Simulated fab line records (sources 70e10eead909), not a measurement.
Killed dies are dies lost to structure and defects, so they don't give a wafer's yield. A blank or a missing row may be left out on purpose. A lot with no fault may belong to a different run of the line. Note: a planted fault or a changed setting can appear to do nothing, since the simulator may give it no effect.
fab line records	flow nand-harc
record: lots: 24	wafers: 72	last-day: 33
route steps=1302 shown A_SLIT@933 A_CONTACT@999
lots that met no fault: taken from a fault-free run of the same line
start-h: hours from the record's opening day to when the first of the lot's shown wafers began	wait-h: hours elapsed since this lot's preceding step	" unchanged from the row above	L1.1+2: several wafers, shown together as one row	- either no value or no given start	* or withheld: withheld	< > ~ a bound
route shown NAME@n: NAME is a module with steps in the file, n the number in the route of the first one	usual: mean/standard deviation of fault-free wafers	same: alike in all rows	chamber/n: place in a boat	sites: each site's reading	_std_site: the values' standard deviation	_edge_site: the outer-site mean with the inner-site mean subtracted	radius-mm: how far each site lies from the wafer's centre	mask NAME#n: copy n	behind: the most recent tool/chamber to have shaped the wafer	hold: the reason the lot was held/the length of the hold in hours/how it ended	device: names the non-switching transistor (n, p or np)	end of line: at the end of the route, the tests of the same wafers	where a step has no rows: the recipe by itself	killed: at the first sort, the dies lost to defects and structure; wafer yield is something else	map: dies across one wafer; x = killed, . = not, _ = none there
set.NAME: setting as actually run; set.NAME@STEP: the setting as run at that earlier step	model.NAME: the simulator's own value behind a step, which no gauge read
the route's steps for a sample of lots (tables are steps, rows are wafers)
services: when a tool's chamber went out of use (start-h, in hours from the record's first day, below 0 if earlier), for how many hours, and the reason
== steps ==
step: NHARC_A_SLIT_CD_MEAS_09
recipe: target-cd-nm: 300	landing-energy-ev: 500
usual: cd-nm: 300.0/0.39
lot.wafer	tool	chamber	start-h	wait-h	cd-nm
L074.1	cd-sem-02	0	449.00	-	299.3
L074.5	"	0	"	"	299.9
L074.6	"	0	"	"	299.6
L075.1	cd-sem-02	0	470.34	-	300.6
L075.3	"	0	"	"	300.4
L075.4	"	0	"	"	300.5
L077.1	cd-sem-03	0	470.51	-	299.5
L077.2	"	0	"	"	299.5
L077.6	"	0	"	"	299.6
L076.1	cd-sem-03	0	482.57	-	300.6
L076.3	"	0	"	"	300.5
L076.5	"	0	"	"	300.5
L078.2	cd-sem-02	0	482.79	-	299.5
L078.4	"	0	"	"	300.4
L078.5	"	0	"	"	300.2
L079.3	cd-sem-02	0	512.76	-	299.6
L079.5	"	0	"	"	299.4
L079.6	"	0	"	"	300.0
L080.1	cd-sem-02	0	514.02	-	299.7
L080.4	"	0	"	"	299.5
L080.5	"	0	"	"	299.9
L082.1	cd-sem-01	0	523.52	-	300.6
L082.3	"	0	"	"	300.0
L082.6	"	0	"	"	300.6
L081.3	cd-sem-01	0	525.01	-	300.4
L081.4	"	0	"	"	300.2
L081.5	"	0	"	"	300.7
L083.1	cd-sem-02	0	560.92	-	300.5
L083.4	"	0	"	"	299.6
L083.5	"	0	"	"	299.7
L085.3	cd-sem-01	0	561.37	-	300.2
L085.5	"	0	"	"	300.0
L085.6	"	0	"	"	299.9
L084.3	cd-sem-01	0	567.48	-	300.1
L084.4	"	0	"	"	300.1
L084.6	"	0	"	"	299.7
L086.2	cd-sem-01	0	567.71	-	299.7
L086.4	"	0	"	"	299.8
L086.5	"	0	"	"	300.1
L087.2	cd-sem-03	0	587.04	-	300.2
L087.5	"	0	"	"	299.8
L087.6	"	0	"	"	300.2
L091.2	cd-sem-03	0	596.27	-	300.2
L091.3	"	0	"	"	299.6
L091.5	"	0	"	"	299.8
L088.4	cd-sem-01	0	596.44	-	299.8
L088.5	"	0	"	"	300.2
L088.6	"	0	"	"	300.2
L090.2	cd-sem-02	0	597.31	-	299.9
L090.4	"	0	"	"	299.4
L090.5	"	0	"	"	299.7
L089.4	cd-sem-03	0	610.35	-	300.4
L089.5	"	0	"	"	300.2
L089.6	"	0	"	"	300.1
L092.3	cd-sem-03	0	622.77	-	300.3
L092.5	"	0	"	"	299.9
L092.6	"	0	"	"	300.1
L093.1	cd-sem-02	0	643.60	-	299.2
L093.5	"	0	"	"	299.4
L093.6	"	0	"	"	299.4
L096.2	cd-sem-02	0	662.55	-	299.7
L096.3	"	0	"	"	300.1
L096.5	"	0	"	"	299.5
L094.2	cd-sem-03	0	663.41	-	300.3
L094.4	"	0	"	"	300.0
L094.6	"	0	"	"	299.9
L095.3	cd-sem-01	0	664.73	-	300.5
L095.5	"	0	"	"	299.6
L095.6	"	0	"	"	300.0
L097.2	cd-sem-02	0	671.57	-	299.9
L097.3	"	0	"	"	299.8
L097.5	"	0	"	"	299.1
step: NHARC_A_SLIT_DESCUM_14
recipe: time-s: 3	o2-flow-sccm: 200	ar-flow-sccm: 0	bias-power-w: 0	chemistry: O2
usual: drypump-motor-current-A: 5.9/0.54	oes-product-au: 0.999/0.0083	rf-vpp-V: 57.7/0.93	showerhead-plenum-p-Torr: 1.91/0.076	throttle-valve-pct: 11.311/0.0086
lot.wafer	tool	chamber	start-h	wait-h	drypump-motor-current-A	oes-product-au	rf-hours-counter-h	rf-vpp-V	showerhead-plenum-p-Torr	throttle-valve-pct
L074.1	rie-diel-05	1	449.20	0.1	5.7	0.983	0.9	56.0	1.85	11.297
L074.6	"	3	"	"	6.6	0.993	-	57.5	1.87	11.333
L074.5	"	0	"	"	4.8	0.988	-	56.8	1.84	11.307
L075.4	rie-diel-06	1	470.53	0.1	5.9	1.001	9.0	57.5	1.95	11.303
L075.1	"	2	"	"	6.6	0.993	9.0	56.0	1.79	11.314
L075.3	"	3	"	"	6.5	0.994	9.5	57.4	1.81	11.317
L077.2	rie-diel-02	0	470.70	0.1	5.7	0.998	3.1	59.0	2.02	11.300
L077.1	"	1	"	"	5.5	0.993	3.3	56.2	1.85	11.309
L077.6	"	3	"	"	5.8	0.989	-	58.8	2.01	11.321
L076.3	rie-diel-06	0	482.76	0.1	5.8	1.009	10.6	56.9	1.99	11.321
L076.1	"	1	"	"	5.8	1.010	10.1	57.8	1.95	11.324
L076.5	"	1	"	"	5.9	1.003	-	57.7	1.95	11.312
L078.2	rie-diel-05	0	482.98	0.1	4.8	1.005	3.6	57.1	1.84	11.312
L078.4	"	2	"	"	5.6	1.012	2.5	57.9	1.97	11.317
L078.5	"	0	"	"	4.9	1.014	-	58.4	1.84	11.321
L079.3	rie-diel-02	3	512.97	0.1	5.8	0.998	4.5	59.8	2.01	11.306
L079.5	"	0	"	"	5.7	1.008	-	58.6	2.02	11.313
L079.6	"	1	"	"	5.5	1.003	-	57.0	1.84	11.303
L080.1	rie-diel-05	1	514.21	0.1	5.7	1.004	4.8	57.2	1.85	11.313
L080.4	"	3	"	"	6.6	0.998	5.6	56.9	1.86	11.301
L080.5	"	2	"	"	5.5	0.998	-	58.7	1.97	11.313
L082.1	rie-diel-02	0	523.73	0.1	5.7	1.000	5.4	57.6	2.02	11.307
L082.3	"	1	"	"	5.5	0.998	5.7	56.9	1.84	11.314
L082.6	"	2	"	"	6.6	1.004	-	58.7	1.93	11.314
L081.4	rie-diel-05	2	525.20	0.1	5.5	1.007	5.3	57.7	1.97	11.311
L081.3	"	3	"	"	6.6	1.010	6.7	57.7	1.86	11.295
L081.5	"	1	"	"	5.7	1.014	-	58.2	1.85	11.324
L083.4	rie-diel-05	3	561.12	0.1	6.6	0.991	9.0	58.0	1.86	11.305
L083.1	"	0	"	"	4.9	1.005	8.5	56.5	1.84	11.314
L083.5	"	1	"	"	5.7	0.999	-	57.7	1.85	11.329
L085.3	rie-diel-06	3	561.57	0.1	6.5	0.997	2.2	56.9	1.80	11.301
L085.5	"	1	"	"	5.9	1.016	-	57.6	1.95	11.313
L085.6	"	2	"	"	6.6	0.996	-	57.2	1.78	11.313
L084.4	rie-diel-02	3	567.66	0.1	5.8	0.995	7.3	57.9	2.01	11.313
L084.3	"	1	"	"	5.5	0.999	7.5	56.9	1.84	11.306
L084.6	"	3	"	"	5.8	0.991	-	58.3	2.01	11.316
L086.4	rie-diel-05	1	567.89	0.1	5.7	1.006	8.1	56.7	1.85	11.300
L086.2	"	3	"	"	6.6	0.997	9.6	58.0	1.86	11.321
L086.5	"	2	"	"	5.6	1.006	-	58.5	1.97	11.301
L087.2	rie-diel-02	3	587.22	0.1	5.8	1.000	0.2	58.4	2.01	11.313
L087.6	"	3	"	"	5.8	0.992	-	57.8	2.01	11.307
L087.5	"	2	"	"	6.6	0.997	-	59.6	1.93	11.300
L091.3	rie-diel-06	2	596.46	0.1	6.6	0.992	3.6	57.4	1.78	11.299
L091.2	"	0	"	"	5.8	0.995	3.4	56.9	1.99	11.295
L091.5	"	3	"	"	6.5	0.985	-	57.9	1.80	11.316
L088.6	rie-diel-02	2	596.65	0.1	6.6	1.007	-	57.5	1.93	11.308
L088.4	"	3	"	"	5.8	0.992	-	59.1	2.01	11.315
L088.5	"	0	"	"	5.7	0.995	-	58.0	2.02	11.319
L090.2	rie-diel-05	3	597.52	0.1	6.6	1.010	0.0	57.0	1.86	11.292
L090.4	"	0	"	"	4.8	1.001	0.0	58.2	1.84	11.298
L090.5	"	2	"	"	5.5	0.999	-	57.2	1.97	11.312
L089.4	rie-diel-05	0	610.54	0.1	4.8	1.010	1.3	58.1	1.84	11.319
L089.6	"	3	"	"	6.6	1.003	-	58.0	1.86	11.303
L089.5	"	0	"	"	4.9	0.986	-	57.9	1.84	11.314
L092.3	rie-diel-02	1	622.95	0.1	5.5	0.996	0.7	56.3	1.84	11.315
L092.5	"	1	"	"	5.4	0.999	-	58.5	1.84	11.319
L092.6	"	2	"	"	6.6	0.990	-	57.7	1.93	11.309
L093.1	rie-diel-05	2	643.81	0.1	5.6	0.998	3.0	57.9	1.97	11.325
L093.5	"	0	"	"	4.8	0.990	-	56.3	1.84	11.300
L093.6	"	2	"	"	5.6	1.002	-	58.5	1.97	11.308
L096.3	rie-diel-05	1	662.75	0.1	5.7	1.003	4.9	57.9	1.85	11.305
L096.2	"	3	"	"	6.6	0.988	1.9	59.9	1.86	11.308
L096.5	"	2	"	"	5.6	0.977	-	57.7	1.97	11.323
L094.2	rie-diel-02	1	663.59	0.1	5.5	1.005	2.7	58.9	1.84	11.324
L094.4	"	0	"	"	5.7	1.006	4.5	59.0	2.02	11.314
L094.6	"	1	"	"	5.5	1.012	-	58.4	1.84	11.306
L095.3	rie-diel-05	0	664.93	0.1	4.8	0.985	5.5	56.7	1.84	11.307
L095.6	"	1	"	"	5.7	1.006	-	57.4	1.85	11.312
L095.5	"	2	"	"	5.5	0.991	-	56.6	1.97	11.325
L097.3	rie-diel-06	3	671.77	0.1	6.5	0.989	0.0	57.9	1.80	11.298
L097.2	"	0	"	"	5.8	0.995	0.0	59.5	1.99	11.316
L097.5	"	2	"	"	6.6	1.003	-	57.3	1.78	11.310
step: NHARC_A_SLIT_STRIP_18
recipe: o2-flow-sccm: 500	ar-flow-sccm: 0	bias-w: 0	chemistry: O2
usual: drypump-motor-current-A: 5.9/0.56	oes-product-au: 1.001/0.0062	rf-vpp-V: 57.6/0.9	showerhead-plenum-p-Torr: 3.50/0.14	throttle-valve-pct: 17.036/0.0091
lot.wafer	tool	chamber	start-h	wait-h	drypump-motor-current-A	oes-product-au	rf-hours-counter-h	rf-vpp-V	showerhead-plenum-p-Torr	throttle-valve-pct
L074.1	rie-diel-06	0	-	-	5.8	1.007	9.1	58.2	3.66	17.039
L074.5	"	1	"	"	5.9	1.000	-	57.5	3.59	17.028
L074.6	"	2	"	"	6.6	1.002	-	58.1	3.31	17.028
L075.4	rie-diel-06	2	-	-	6.6	1.004	9.6	56.8	3.31	17.032
L075.3	"	3	"	"	6.5	0.995	10.2	54.6	3.34	17.027
L075.1	"	0	"	"	5.8	1.010	10.6	58.2	3.66	17.033
L077.2	rie-diel-05	3	-	-	6.6	1.002	3.6	57.9	3.44	17.040
L077.1	"	1	"	"	5.7	0.995	2.4	56.4	3.42	17.049
L077.6	"	3	"	"	6.7	1.004	-	56.4	3.44	17.022
L078.2	rie-diel-02	2	-	-	6.6	1.005	4.1	59.0	3.56	17.027
L078.4	"	3	"	"	5.7	0.997	3.9	57.1	3.70	17.039
L078.5	"	1	"	"	5.5	1.003	-	57.4	3.41	17.042
L076.3	rie-diel-05	2	-	-	5.6	1.005	3.1	57.8	3.62	17.046
L076.1	"	3	"	"	6.6	1.007	4.3	56.4	3.44	17.030
L076.5	"	3	"	"	6.6	1.002	-	56.3	3.44	17.040
L079.3	rie-diel-06	3	-	-	6.5	0.993	1.3	55.1	3.34	17.030
L079.6	"	2	"	"	6.6	0.997	-	58.3	3.31	17.043
L079.5	"	3	"	"	6.5	0.993	-	58.6	3.34	17.042
L080.1	rie-diel-02	0	-	-	5.7	0.993	5.4	58.7	3.71	17.021
L080.4	"	2	"	"	6.6	1.005	5.8	58.6	3.56	17.037
L080.5	"	3	"	"	5.8	0.987	-	59.1	3.70	17.030
L082.1	rie-diel-05	2	-	-	5.6	1.006	6.3	57.0	3.62	17.027
L082.3	"	0	"	"	4.9	0.996	7.3	57.2	3.40	17.052
L082.6	"	1	"	"	5.7	1.004	-	57.0	3.42	17.039
L081.4	rie-diel-02	2	-	-	6.6	1.002	6.8	57.5	3.56	17.054
L081.3	"	3	"	"	5.8	0.995	6.5	59.0	3.70	17.025
L081.5	"	1	"	"	5.5	1.005	-	57.6	3.41	17.031
L083.4	rie-diel-05	3	-	-	6.6	0.999	9.5	57.7	3.44	17.033
L083.1	"	1	"	"	5.7	0.996	8.1	57.2	3.42	17.033
L083.5	"	0	"	"	4.9	1.008	-	57.7	3.40	17.044
L085.3	rie-diel-06	3	-	-	6.5	0.998	2.8	56.3	3.34	17.036
L085.5	"	2	"	"	6.6	1.009	-	56.5	3.30	17.036
L085.6	"	3	"	"	6.5	0.995	-	57.4	3.34	17.050
L084.3	rie-diel-05	1	-	-	5.7	1.010	8.7	58.4	3.42	17.032
L084.4	"	2	"	"	5.6	1.003	9.7	57.8	3.62	17.038
L084.6	"	2	"	"	5.6	0.993	-	57.3	3.62	17.055
L086.4	rie-diel-06	1	-	-	5.9	0.995	3.4	57.9	3.59	17.036
L086.2	"	2	"	"	6.6	1.000	3.2	57.0	3.30	17.044
L086.5	"	3	"	"	6.5	0.994	-	57.1	3.34	17.045
L087.2	rie-diel-06	0	-	-	5.8	1.018	3.3	58.2	3.66	17.033
L087.6	"	2	"	"	6.6	0.998	-	56.8	3.30	17.040
L087.5	"	3	"	"	6.5	0.998	-	56.5	3.34	17.034
L091.2	rie-diel-06	0	-	-	5.8	1.011	4.4	56.9	3.66	17.028
L091.3	"	1	"	"	5.9	1.000	4.4	58.2	3.59	17.032
L091.5	"	3	"	"	6.5	0.993	-	56.7	3.34	17.046
L088.4	rie-diel-05	0	-	-	4.9	1.000	1.1	58.0	3.40	17.026
L088.6	"	3	"	"	6.6	0.990	-	58.2	3.44	17.029
L088.5	"	0	"	"	4.9	0.997	-	59.9	3.40	17.041
L090.4	rie-diel-02	3	-	-	5.8	1.000	2.6	59.6	3.69	17.026
L090.2	"	0	"	"	5.7	1.010	2.6	59.3	3.71	17.042
L090.5	"	2	"	"	6.6	1.004	-	58.2	3.56	17.043
L089.4	rie-diel-05	1	-	-	5.7	0.998	1.8	57.4	3.42	17.031
L089.6	"	3	"	"	6.6	1.001	-	58.1	3.44	17.039
L089.5	"	0	"	"	4.9	0.998	-	58.1	3.40	17.047
L092.3	rie-diel-05	2	-	-	5.6	0.997	1.9	58.4	3.62	17.047
L092.5	"	2	"	"	5.6	1.003	-	60.0	3.62	17.030
L092.6	"	1	"	"	5.7	1.000	-	57.4	3.42	17.038
L093.1	rie-diel-06	1	-	-	5.9	0.998	6.1	57.8	3.59	17.048
L093.6	"	2	"	"	6.6	1.005	-	55.7	3.30	17.035
L093.5	"	3	"	"	6.5	1.000	-	57.7	3.34	17.024
L096.2	rie-diel-02	3	-	-	5.8	1.004	5.6	58.1	3.69	17.051
L096.3	"	1	"	"	5.5	1.011	3.5	57.2	3.41	17.033
L096.5	"	0	"	"	5.7	1.013	-	59.3	3.70	17.045
L094.4	rie-diel-05	1	-	-	5.7	1.005	6.9	57.1	3.41	17.050
L094.2	"	3	"	"	6.6	0.997	3.1	58.9	3.44	17.028
L094.6	"	0	"	"	4.9	0.993	-	56.7	3.39	17.040
L095.3	rie-diel-02	1	-	-	5.5	1.012	3.5	58.1	3.41	17.027
L095.5	"	0	"	"	5.7	0.998	-	58.8	3.70	17.036
L095.6	"	1	"	"	5.5	1.004	-	57.0	3.41	17.042
L097.2	rie-diel-02	2	-	-	6.6	1.016	5.7	57.7	3.56	17.039
L097.3	"	1	"	"	5.5	0.991	3.7	56.9	3.41	17.041
L097.5	"	3	"	"	5.8	1.004	-	57.5	3.69	17.027
step: NHARC_A_CONTACT_INSPECT_44
usual: raw-defect-count: 87/42
lot.wafer	tool	chamber	start-h	wait-h	raw-defect-count
L074.1	defect-inspect-02	-	493.79	0.0	99
L074.5	"	-	"	"	79
L074.6	"	-	"	"	87
L075.1	defect-inspect-01	-	507.89	0.0	38
L075.3	"	-	"	"	52
L075.4	"	-	"	"	48
L077.1	defect-inspect-01	-	509.30	0.0	62
L077.2	"	-	"	"	76
L077.6	"	-	"	"	68
L078.2	defect-inspect-01	-	519.69	0.0	159
L078.4	"	-	"	"	154
L078.5	"	-	"	"	180
L076.1	defect-inspect-01	-	519.86	0.0	66
L076.3	"	-	"	"	76
L076.5	"	-	"	"	65
L079.3	defect-inspect-02	-	555.43	0.0	146
L079.5	"	-	"	"	163
L079.6	"	-	"	"	154
L080.1	defect-inspect-02	-	555.85	0.0	29
L080.4	"	-	"	"	32
L080.5	"	-	"	"	34
L082.1	defect-inspect-02	-	565.33	0.0	119
L082.3	"	-	"	"	132
L082.6	"	-	"	"	112
L081.3	defect-inspect-01	-	569.60	0.0	60
L081.4	"	-	"	"	57
L081.5	"	-	"	"	67
L085.3	defect-inspect-02	-	600.74	0.0	141
L085.5	"	-	"	"	140
L085.6	"	-	"	"	137
L083.1	defect-inspect-02	-	600.89	0.0	80
L083.4	"	-	"	"	85
L083.5	"	-	"	"	76
L084.3	defect-inspect-02	-	606.75	0.0	13
L084.4	"	-	"	"	14
L084.6	"	-	"	"	13
L086.2	defect-inspect-02	-	606.90	0.0	121
L086.4	"	-	"	"	109
L086.5	"	-	"	"	127
L087.2	defect-inspect-01	-	627.18	0.0	114
L087.5	"	-	"	"	109
L087.6	"	-	"	"	144
L088.4	defect-inspect-01	-	636.89	0.0	16
L088.5	"	-	"	"	10
L088.6	"	-	"	"	15
L091.2	defect-inspect-01	-	637.04	0.0	112
L091.3	"	-	"	"	93
L091.5	"	-	"	"	101
L090.2	defect-inspect-02	-	643.03	0.0	112
L090.4	"	-	"	"	130
L090.5	"	-	"	"	117
L089.4	defect-inspect-02	-	650.72	0.0	104
L089.5	"	-	"	"	114
L089.6	"	-	"	"	108
L092.3	defect-inspect-02	-	661.18	0.0	66
L092.5	"	-	"	"	82
L092.6	"	-	"	"	83
L093.1	defect-inspect-02	-	688.84	0.0	100
L093.5	"	-	"	"	109
L093.6	"	-	"	"	130
L094.2	defect-inspect-01	-	699.81	0.0	107
L094.4	"	-	"	"	108
L094.6	"	-	"	"	103
L096.2	defect-inspect-02	-	701.12	0.0	52
L096.3	"	-	"	"	50
L096.5	"	-	"	"	39
L095.3	defect-inspect-01	-	704.05	0.0	35
L095.5	"	-	"	"	40
L095.6	"	-	"	"	46
L097.2	defect-inspect-01	-	709.61	0.0	78
L097.3	"	-	"	"	98
L097.5	"	-	"	"	109
step: NHARC_A_CONTACT_ETCH_96
recipe: target-depth-a: 200	over-etch-frac: 0.5	time-s: 10	ion-energy-ev: 250	c4f6-flow-sccm: 25	o2-flow-sccm: 20	ar-flow-sccm: 500	rf-w: 600	bias-w: 500	chemistry: C4F6/O2
usual: drypump-motor-current-A: 6.08/0.24	oes-product-au: 0.970/0.027	rf-vpp-V: 546.9/2.7	showerhead-plenum-p-Torr: 3.92/0.13	throttle-valve-pct: 26.903/0.0092
lot.wafer	tool	chamber	start-h	wait-h	drypump-motor-current-A	oes-product-au	rf-hours-counter-h	rf-vpp-V	showerhead-plenum-p-Torr	throttle-valve-pct
L074.1	rie-diel-10	3	-	-	5.82	0.999	11	545.5	3.83	26.902
L074.5	"	0	"	"	6.13	1.006	-	549.2	4.01	26.900
L074.6	"	1	"	"	5.68	0.998	-	545.8	3.86	26.909
L075.4	rie-diel-10	3	-	-	5.82	0.940	13	543.7	3.83	26.891
L075.3	"	1	"	"	5.67	0.947	12	546.3	3.85	26.895
L075.1	"	2	"	"	6.26	0.953	13	545.5	3.88	26.912
L077.1	rie-diel-10	0	-	-	6.16	0.949	12	549.8	4.01	26.919
L077.2	"	2	"	"	6.25	0.946	13	545.4	3.88	26.887
L077.6	"	3	"	"	5.81	0.964	-	544.5	3.83	26.908
L078.2	rie-diel-12	1	-	-	6.27	0.940	26	552.5	4.21	26.917
L078.4	"	2	"	"	6.35	0.936	25	545.4	3.86	26.909
L078.5	"	1	"	"	6.23	0.953	-	552.5	4.21	26.913
L076.3	rie-diel-10	3	-	-	5.83	0.947	16	543.6	3.83	26.902
L076.1	"	1	"	"	5.69	0.935	15	545.6	3.85	26.906
L076.5	"	2	"	"	6.29	0.949	-	546.5	3.88	26.899
L079.3	rie-diel-10	1	-	-	5.67	0.939	21	545.0	3.85	26.905
L079.6	"	2	"	"	6.23	0.937	-	546.6	3.87	26.894
L079.5	"	3	"	"	5.84	0.941	-	544.7	3.83	26.906
L080.1	rie-diel-13	0	560.97	0.1	5.97	0.998	11	545.0	3.92	26.912
L080.4	"	0	"	"	5.98	1.000	-	547.7	3.92	26.914
L080.5	"	2	"	"	5.98	1.004	-	545.7	3.91	26.908
L082.1	rie-diel-13	2	570.45	0.1	6.01	1.012	13	547.9	3.91	26.890
L082.3	"	3	"	"	6.63	0.995	14	541.6	3.74	26.899
L082.6	"	3	"	"	6.60	0.993	-	543.1	3.74	26.896
L081.4	rie-diel-10	1	-	-	5.69	0.934	24	543.6	3.85	26.899
L081.3	"	2	"	"	6.27	0.951	25	545.6	3.87	26.888
L081.5	"	0	"	"	6.16	0.962	-	547.5	4.00	26.904
L085.3	rie-diel-10	2	-	-	6.30	0.997	0	545.1	3.87	26.906
L085.5	"	3	"	"	5.82	0.988	-	546.5	3.82	26.894
L085.6	"	0	"	"	6.19	0.999	-	547.7	4.00	26.906
L083.1	rie-diel-12	3	-	-	5.87	0.940	57	552.1	4.15	26.914
L083.4	"	2	"	"	6.32	0.946	61	544.4	3.83	26.922
L083.5	"	3	"	"	5.87	0.932	-	551.3	4.15	26.896
L084.3	rie-diel-13	0	-	-	6.00	0.997	32	547.2	3.91	26.903
L084.4	"	1	"	"	6.40	1.006	27	553.8	4.21	26.915
L084.6	"	1	"	"	6.45	1.003	-	552.7	4.21	26.908
L086.2	rie-diel-10	3	-	-	5.81	0.997	1	545.4	3.82	26.917
L086.4	"	0	"	"	6.19	1.002	1	546.6	4.00	26.902
L086.5	"	3	"	"	5.82	0.998	-	545.3	3.82	26.917
L087.2	rie-diel-12	1	-	-	6.28	0.987	0	551.6	4.19	26.919
L087.6	"	2	"	"	6.33	0.986	-	544.9	3.83	26.903
L087.5	"	3	"	"	5.87	0.977	-	552.0	4.15	26.907
L091.2	rie-diel-10	0	642.33	0.2	6.15	0.998	8	548.9	3.99	26.901
L091.3	"	0	"	"	6.16	1.008	-	548.3	3.99	26.922
L091.5	"	2	"	"	6.29	1.005	-	546.8	3.87	26.914
L088.4	rie-diel-10	2	643.53	0.2	6.27	0.970	-	547.7	3.87	26.908
L088.5	"	2	"	"	6.29	0.980	-	545.6	3.87	26.905
L088.6	"	0	"	"	6.17	0.979	-	548.1	3.99	26.897
L090.2	rie-diel-10	2	649.02	0.1	6.26	0.953	11	545.2	3.86	26.891
L090.4	"	2	"	"	6.27	0.948	-	547.2	3.86	26.892
L090.5	"	0	"	"	6.16	0.946	-	547.8	3.99	26.907
L089.4	rie-diel-12	3	-	-	5.89	0.989	13	551.6	4.14	26.903
L089.5	"	3	"	"	5.89	0.998	-	551.1	4.14	26.898
L089.6	"	0	"	"	6.21	0.997	-	544.7	3.76	26.892
L092.3	rie-diel-12	1	-	-	6.23	0.993	11	553.2	4.18	26.899
L092.6	"	3	"	"	5.89	0.989	-	550.1	4.14	26.911
L092.5	"	0	"	"	6.20	0.995	-	543.1	3.76	26.908
L093.1	rie-diel-10	1	-	-	5.69	0.935	14	544.1	3.84	26.895
L093.5	"	2	"	"	6.29	0.938	-	546.7	3.86	26.906
L093.6	"	3	"	"	5.80	0.950	-	545.4	3.81	26.917
L094.4	rie-diel-12	2	-	-	6.36	0.961	27	544.4	3.82	26.907
L094.2	"	3	"	"	5.88	0.940	27	550.4	4.13	26.903
L094.6	"	2	"	"	6.31	0.966	-	543.8	3.82	26.894
L096.3	rie-diel-12	2	-	-	6.36	0.933	27	544.7	3.82	26.900
L096.2	"	3	"	"	5.88	0.943	27	549.4	4.13	26.901
L096.5	"	2	"	"	6.32	0.942	-	544.8	3.82	26.889
L095.3	rie-diel-10	1	-	-	5.69	0.935	16	545.1	3.84	26.891
L095.6	"	0	"	"	6.19	0.949	-	547.8	3.99	26.927
L095.5	"	1	"	"	5.66	0.934	-	544.9	3.84	26.901
L097.3	rie-diel-10	1	-	-	5.68	0.991	17	545.5	3.84	26.894
L097.2	"	3	"	"	5.82	0.999	18	545.1	3.81	26.913
L097.5	"	0	"	"	6.19	0.998	-	549.7	3.99	26.910
step: NHARC_A_CONTACT_OVL_MEAS_70
usual: overlay-x-nm: 0.1/0.85	overlay-y-nm: 0.1/0.79
lot.wafer	tool	chamber	start-h	wait-h	overlay-x-nm	overlay-y-nm
L074.1	overlay-01	-	506.32	-	2.1	0.6
L074.5	"	-	"	"	2.3	0.4
L074.6	"	-	"	"	2.1	1.0
L075.1	overlay-02	-	518.03	-	-0.4	0.0
L075.3	"	-	"	"	-0.7	0.1
L075.4	"	-	"	"	-0.5	-0.6
L077.1	overlay-02	-	522.92	-	0.2	0.3
L077.2	"	-	"	"	0.1	0.5
L077.6	"	-	"	"	0.9	0.8
L078.2	overlay-01	-	529.85	-	0.1	-1.9
L078.4	"	-	"	"	0.1	-2.0
L078.5	"	-	"	"	-0.1	-1.8
L076.1	overlay-02	-	530.38	-	0.6	0.8
L076.3	"	-	"	"	-0.2	1.0
L076.5	"	-	"	"	0.3	0.4
L079.3	overlay-01	-	570.86	-	-0.2	1.4
L079.5	"	-	"	"	-0.1	1.5
L079.6	"	-	"	"	0.7	1.7
L080.1	overlay-01	-	571.10	-	0.3	-0.2
L080.4	"	-	"	"	0.3	0.5
L080.5	"	-	"	"	-0.6	0.6
L082.1	overlay-01	-	576.14	-	0.4	0.6
L082.3	"	-	"	"	0.0	0.2
L082.6	"	-	"	"	0.4	0.3
L081.3	overlay-02	-	579.81	-	-0.2	1.2
L081.4	"	-	"	"	-0.7	1.2
L081.5	"	-	"	"	-0.7	1.6
L085.3	overlay-01	-	614.20	-	-0.2	0.5
L085.5	"	-	"	"	-0.2	0.2
L085.6	"	-	"	"	0.1	0.1
L083.1	overlay-02	-	616.12	-	-0.7	-1.2
L083.4	"	-	"	"	0.4	-0.9
L083.5	"	-	"	"	0.0	-0.7
L084.3	overlay-01	-	617.51	-	0.4	0.3
L084.4	"	-	"	"	0.6	0.4
L084.6	"	-	"	"	0.8	0.6
L086.2	overlay-01	-	619.31	-	0.9	-0.3
L086.4	"	-	"	"	1.5	-0.5
L086.5	"	-	"	"	1.1	-0.5
L087.2	overlay-01	-	638.02	-	0.6	-1.1
L087.5	"	-	"	"	0.7	-0.5
L087.6	"	-	"	"	0.0	-0.5
L091.2	overlay-02	-	647.58	-	0.6	0.6
L091.3	"	-	"	"	0.3	0.7
L091.5	"	-	"	"	0.4	0.9
L088.4	overlay-01	-	650.97	-	-0.1	0.2
L088.5	"	-	"	"	-0.1	0.3
L088.6	"	-	"	"	-0.1	-0.3
L090.2	overlay-02	-	654.06	-	0.1	-0.3
L090.4	"	-	"	"	0.1	0.2
L090.5	"	-	"	"	0.0	-0.6
L089.4	overlay-01	-	666.03	-	1.5	0.5
L089.5	"	-	"	"	2.6	0.0
L089.6	"	-	"	"	2.7	0.4
L092.3	overlay-01	-	673.43	-	-0.5	0.2
L092.5	"	-	"	"	-0.9	-0.7
L092.6	"	-	"	"	-0.8	0.3
L093.1	overlay-01	-	700.46	-	-0.9	0.7
L093.5	"	-	"	"	-0.8	0.6
L093.6	"	-	"	"	-1.6	0.9
L094.2	overlay-01	-	712.91	-	-0.1	0.5
L094.4	"	-	"	"	-0.4	0.0
L094.6	"	-	"	"	-0.9	1.0
L096.2	overlay-02	-	715.90	-	-1.2	-1.4
L096.3	"	-	"	"	-0.9	-1.3
L096.5	"	-	"	"	-0.6	-1.2
L095.3	overlay-01	-	716.90	-	0.6	0.4
L095.5	"	-	"	"	0.7	-0.3
L095.6	"	-	"	"	0.3	0.0
L097.2	overlay-01	-	721.10	-	-0.3	0.0
L097.3	"	-	"	"	-0.5	-0.4
L097.5	"	-	"	"	-0.8	0.1
== services ==
tool	chamber	start-h	hours	kind
rie-diel-13	1	441.15	3.3	repair
rie-diel-12	-	446.18	9.0	pm
rie-diel-13	1	448.55	5.9	repair
rie-diel-06	3	480.86	4.8	repair
rie-diel-06	-	484.20	9.0	pm
rie-diel-12	-	488.80	1.9	repair
rie-diel-06	2	503.36	1.5	repair
rie-diel-12	2	505.50	4.2	repair
rie-diel-05	-	508.98	1.0	repair
rie-diel-06	0	518.04	1.4	repair
rie-diel-02	3	525.74	4.6	repair
rie-diel-02	2	569.85	2.4	repair
rie-diel-02	-	570.81	9.0	pm
rie-diel-05	-	583.60	9.0	pm
rie-diel-02	1	584.33	12.7	repair
rie-diel-10	-	596.72	9.0	pm
rie-diel-05	3	621.63	40.0	repair
rie-diel-12	-	623.18	9.0	pm
rie-diel-10	1	624.97	18.9	repair
rie-diel-10	3	634.00	16.1	repair
rie-diel-06	3	636.55	1.4	repair
rie-diel-02	2	637.85	3.3	repair
rie-diel-06	-	661.20	9.0	pm
rie-diel-12	0	685.69	1.4	repair
== key ==
fault none
